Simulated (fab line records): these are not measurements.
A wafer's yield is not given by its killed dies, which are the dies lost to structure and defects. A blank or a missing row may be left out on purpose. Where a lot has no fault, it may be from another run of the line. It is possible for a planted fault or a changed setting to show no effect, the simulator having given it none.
Split-lot study + flow n5-finfet + 39 wafers read from 7 lots, route of 1938 steps

## ON THE SPLIT
At N5_BEOL_M3_TRENCH_ETCH_37 (etches SiOC in C4F6/O2, target depth 55.555 nm, time 29.2 s), the setting time-s was moved away from the recipe's 29.2 s on 15 of the 39 wafers read, by -58.5% to +32.6%. All remaining wafers had this setting at the recipe value.

## FROM THE SPLIT TO THE READING: what the file shows between them, 2 steps
- N5_BEOL_M3_ETCH_41: etches SiCN in CH3F/O2, target depth 29.9 nm, time 52.5 s
- N5_BEOL_M3_STRIP_97: strips in N2/H2, time 10 s

## THE READING
trench-depth-nm, in nm, at N5_BEOL_M3_OCD_MEAS_38. On this fab line, fault-free wafers typically give 55.1 nm with a standard deviation of 1.2 nm.

| wafer  | tool, chamber at the split | time-s as run, s | against the recipe | trench-depth-nm, nm | against lot-mates on the recipe |
|--------|----------------------------|------------------|--------------------|---------------------|---------------------------------|
| L075.1 | rie-diel-02, 2             | 29.2             | recipe             | 53.4                | -                               |
| L075.2 | rie-diel-02, 3             | 29.2             | recipe             | 55.8                | -                               |
| L075.3 | rie-diel-02, 1             | 29.2             | recipe             | 54.4                | -                               |
| L075.4 | rie-diel-02, 1             | 38.71            | +32.6%             | 71.6                | +17.1                           |
| L075.5 | rie-diel-02, 3             | 38.71            | +32.6%             | 73.8                | +19.3                           |
| L075.6 | rie-diel-02, 2             | 38.71            | +32.6%             | 70.7                | +16.2                           |
| L078.1 | rie-diel-02, 0             | 29.2             | recipe             | 55.3                | -                               |
| L078.5 | rie-diel-02, 0             | 29.2             | recipe             | 55.3                | -                               |
| L078.6 | rie-diel-02, 3             | 29.2             | recipe             | 54.9                | -                               |
| L080.1 | rie-diel-03, 1             | 12.3             | -57.9%             | 22.5                | -31.8                           |
| L080.2 | rie-diel-03, 0             | 12.3             | -57.9%             | 23.3                | -31.0                           |
| L080.3 | rie-diel-03, 3             | 29.2             | recipe             | 53.0                | -                               |
| L080.4 | rie-diel-03, 2             | 29.2             | recipe             | 56.8                | -                               |
| L080.5 | rie-diel-03, 2             | 12.3             | -57.9%             | 24.7                | -29.6                           |
| L080.6 | rie-diel-03, 3             | 29.2             | recipe             | 53.2                | -                               |
| L085.1 | rie-diel-03, 1             | 17.66            | -39.5%             | 32.6                | -22.8                           |
| L085.2 | rie-diel-03, 0             | 29.2             | recipe             | 54.4                | -                               |
| L085.3 | rie-diel-03, 3             | 17.66            | -39.5%             | 32.3                | -23.1                           |
| L085.4 | rie-diel-03, 2             | 29.2             | recipe             | 57.2                | -                               |
| L085.5 | rie-diel-03, 0             | 17.66            | -39.5%             | 32.5                | -22.9                           |
| L085.6 | rie-diel-03, 1             | 29.2             | recipe             | 54.7                | -                               |
| L084.1 | rie-diel-01, 0             | 20.73            | -29.0%             | 39.4                | -16.5                           |
| L084.2 | rie-diel-01, 1             | 29.2             | recipe             | 55.2                | -                               |
| L084.3 | rie-diel-01, 3             | 29.2             | recipe             | 57.1                | -                               |
| L084.4 | rie-diel-01, 2             | 20.73            | -29.0%             | 39.1                | -16.8                           |
| L084.5 | rie-diel-01, 0             | 29.2             | recipe             | 55.4                | -                               |
| L084.6 | rie-diel-01, 3             | 20.73            | -29.0%             | 40.0                | -15.9                           |
| L088.1 | rie-diel-01, 0             | 29.2             | recipe             | 55.0                | -                               |
| L088.2 | rie-diel-01, 2             | 12.11            | -58.5%             | 22.7                | -32.9                           |
| L088.3 | rie-diel-01, 1             | 12.11            | -58.5%             | 22.8                | -32.8                           |
| L088.4 | rie-diel-01, 3             | 12.11            | -58.5%             | 23.3                | -32.3                           |
| L088.5 | rie-diel-01, 0             | 29.2             | recipe             | 55.0                | -                               |
| L088.6 | rie-diel-01, 3             | 29.2             | recipe             | 56.7                | -                               |
| L095.1 | rie-diel-03, 2             | 29.2             | recipe             | 57.1                | -                               |
| L095.2 | rie-diel-03, 3             | 29.2             | recipe             | 53.7                | -                               |
| L095.3 | rie-diel-03, 0             | 29.2             | recipe             | 55.1                | -                               |
| L095.4 | rie-diel-03, 1             | 29.2             | recipe             | 57.5                | -                               |
| L095.5 | rie-diel-03, 1             | 29.2             | recipe             | 57.4                | -                               |
| L095.6 | rie-diel-03, 2             | 29.2             | recipe             | 56.9                | -                               |

FIT RESULTS
A straight line over all 39 wafers: trench-depth-nm changes by +0.549 nm for each +1% of time-s; r = +1.00; the points scatter about the line by 1.3 nm.
The same after taking each lot's own level away (the mean of its wafers on the recipe; 39 wafers): +0.55 nm for each +1%; r = +1.00; scatter 1.2 nm.
Per that fit: largest time-s move, reading shift of 32 nm.
From 54.33 to 56.28 nm: that is the span of the lots' own levels, equal to 1.6 times the standard deviation above.
Consequently the slope shifts little with the lot-to-lot level, the two slopes agreeing.
Check: for one of the wafers moved furthest among these (-58.5%), held out of the fit, the line's prediction against its lot-mates is -32.2 nm. It came out at -32.9 nm against them.

## OTHER SPLITS APPLIED TO THESE WAFERS
These wafers also went through other splits before the reading. Each is held against what the fit with the lots' levels taken away leaves over:
| other split on the same wafers       | wafers away from the commonest value | r with trench-depth-nm (lot level and that fit taken away) |
|--------------------------------------|--------------------------------------|------------------------------------------------------------|
| N5_FIN_SAQP_HM_DEP_03 target-thk-a   | 15                                   | -0.22                                                      |
| N5_SD_EPI_N_EPI_21 epi-growth-time-s | 9                                    | +0.21                                                      |
| N5_HKMG_FIN_ETCH_55 time-s           | 15                                   | -0.24                                                      |
| N5_BEOL_M0_SAQP_PECVD_00 time-s      | 12                                   | -0.05                                                      |
| N5_BEOL_M1_DEP_57 target-thk-a       | 18                                   | -0.05                                                      |

## THE WHOLE CHAIN: every reading that the file lists as answering this split, in the file's order
| step                      | what it does                                                | reading                                                                          | change (the file's fit)                | r (the file's) |
|---------------------------|-------------------------------------------------------------|----------------------------------------------------------------------------------|----------------------------------------|----------------|
| N5_BEOL_M3_TRENCH_ETCH_37 | etches SiOC in C4F6/O2, target depth 55.555 nm, time 29.2 s | BEOL_M3.feature-depth-nm (the simulator's own value, which no gauge read)        | +0.552 nm for each +1% of the setting  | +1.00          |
| N5_BEOL_M3_TRENCH_ETCH_37 | etches SiOC in C4F6/O2, target depth 55.555 nm, time 29.2 s | etch.depth-nm (the simulator's own value, which no gauge read)                   | +0.552 nm for each +1% of the setting  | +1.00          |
| N5_BEOL_M3_TRENCH_ETCH_37 | etches SiOC in C4F6/O2, target depth 55.555 nm, time 29.2 s | TiN_of_BEOL_M3_HM_DEP_02.thk-nm (the simulator's own value, which no gauge read) | -0.0247 nm for each +1% of the setting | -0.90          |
| N5_BEOL_M3_OCD_MEAS_38    |                                                             | trench-depth-nm                                                                  | +0.551 nm for each +1% of the setting  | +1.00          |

## THE FILE'S OWN FIT
trench-depth-nm changes by +0.551 nm for each +1% of time-s, r = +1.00.
